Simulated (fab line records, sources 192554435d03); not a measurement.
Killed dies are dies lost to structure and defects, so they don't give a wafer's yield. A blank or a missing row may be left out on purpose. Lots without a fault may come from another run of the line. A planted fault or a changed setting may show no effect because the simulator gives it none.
Chamber matching | flow n5_finfet | N5_BEOL_M8_STRIP_36 on rie_diel-06: 4 sister chambers
The step strips in N2/H2. 8 wafers are shown with their chamber, then 7 later ones without.

WAFERS WITH THEIR CHAMBER
wafer  | chamber | throttle_valve_pct (%) | showerhead_plenum_p_Torr (Torr)
L081.4 | 1       | 23.26                  | 2.59
L081.6 | 3       | 23.73                  | 2.46
L089.3 | 0       | 24.25                  | 2.63
L089.5 | 1       | 23.29                  | 2.59
L091.5 | 2       | 23.58                  | 2.61
L091.6 | 0       | 24.25                  | 2.63
L096.1 | 2       | 23.58                  | 2.60
L096.3 | 3       | 23.76                  | 2.45

WAFERS WITHOUT THEIR CHAMBER
wafer  | throttle_valve_pct (%) | showerhead_plenum_p_Torr (Torr)
L096.5 | 24.24                  | 2.63
L092.1 | 23.60                  | 2.60
L092.3 | 24.26                  | 2.63
L092.6 | 24.26                  | 2.63
L095.3 | 24.25                  | 2.63
L095.5 | 23.61                  | 2.60
L095.6 | 23.79                  | 2.45

WHICH CHAMBER EACH WENT THROUGH
wafer  | from the rows above | in truth
L096.5 | 0                   | 0
L092.1 | 2                   | 2
L092.3 | 0                   | 0
L092.6 | 0                   | 0
L095.3 | 0                   | 0
L095.5 | 2                   | 2
L095.6 | 3                   | 3
Placed correctly: 7 of 7. Can't be placed from these rows: 0. Placed wrongly: 0.
How it was worked out, from the rows above alone: a wafer's distance from a chamber is the root of the sum, over the readings, of the square of ((its reading less the chamber's mean) divided by the reading's scatter). The wafer belongs to the nearest chamber; if the next one is less than 2 further off, it can't be placed. A chamber's mean is the mean of its shown wafers. The scatter: the root of (the sum of the squares of (reading less its chamber's mean) over the shown wafers, divided by (wafers less chambers)).
